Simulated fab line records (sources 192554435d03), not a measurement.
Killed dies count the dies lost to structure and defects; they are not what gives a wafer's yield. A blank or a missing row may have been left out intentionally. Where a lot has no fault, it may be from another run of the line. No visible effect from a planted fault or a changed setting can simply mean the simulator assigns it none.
Chamber matching || flow n5 finfet || N5_FIN_SAQP_STRIP_77 on rie diel-05 has 4 sister chambers
The step strips in N2/H2, time 90 s. 4 wafers are shown with their chamber, then 8 later ones without.

## WAFERS WITH THEIR CHAMBER
{"wafer": "L082.4", "chamber": 1, "showerhead plenum p Torr (Torr)": 3.18}
{"wafer": "L082.6", "chamber": 2, "showerhead plenum p Torr (Torr)": 3.28}
{"wafer": "L086.6", "chamber": 3, "showerhead plenum p Torr (Torr)": 3.59}
{"wafer": "L089.2", "chamber": 0, "showerhead plenum p Torr (Torr)": 3.30}

## WAFERS MISSING THEIR CHAMBER
{"wafer": "L089.4", "showerhead plenum p Torr (Torr)": 3.27}
{"wafer": "L089.5", "showerhead plenum p Torr (Torr)": 3.59}
{"wafer": "L091.2", "showerhead plenum p Torr (Torr)": 3.27}
{"wafer": "L091.3", "showerhead plenum p Torr (Torr)": 3.59}
{"wafer": "L091.5", "showerhead plenum p Torr (Torr)": 3.59}
{"wafer": "L092.2", "showerhead plenum p Torr (Torr)": 3.17}
{"wafer": "L092.4", "showerhead plenum p Torr (Torr)": 3.58}
{"wafer": "L092.6", "showerhead plenum p Torr (Torr)": 3.17}

## WHICH CHAMBER EACH ONE RAN IN
{"wafer": "L089.4", "from the rows above": 2, "in truth": 2}
{"wafer": "L089.5", "from the rows above": 3, "in truth": 3}
{"wafer": "L091.2", "from the rows above": 2, "in truth": 2}
{"wafer": "L091.3", "from the rows above": 3, "in truth": 3}
{"wafer": "L091.5", "from the rows above": 3, "in truth": 3}
{"wafer": "L092.2", "from the rows above": 1, "in truth": 1}
{"wafer": "L092.4", "from the rows above": 3, "in truth": 3}
{"wafer": "L092.6", "from the rows above": 1, "in truth": 1}
Correct placement for 8 of the 8. From these rows, 0 cannot be placed. Placed wrongly: 0.
How it was worked out, from the rows above alone: a wafer's distance from a chamber is the root of the sum, over the readings, of the square of ((its reading less the chamber's mean) divided by the reading's scatter). The wafer belongs to the nearest chamber; if the next one is less than 2 further off, it can't be placed. For every chamber, the mean is computed from those of its wafers that are shown. The scatter: with one shown wafer a chamber, the root of the mean of the squares of how far each hidden wafer lies from its nearest shown one.
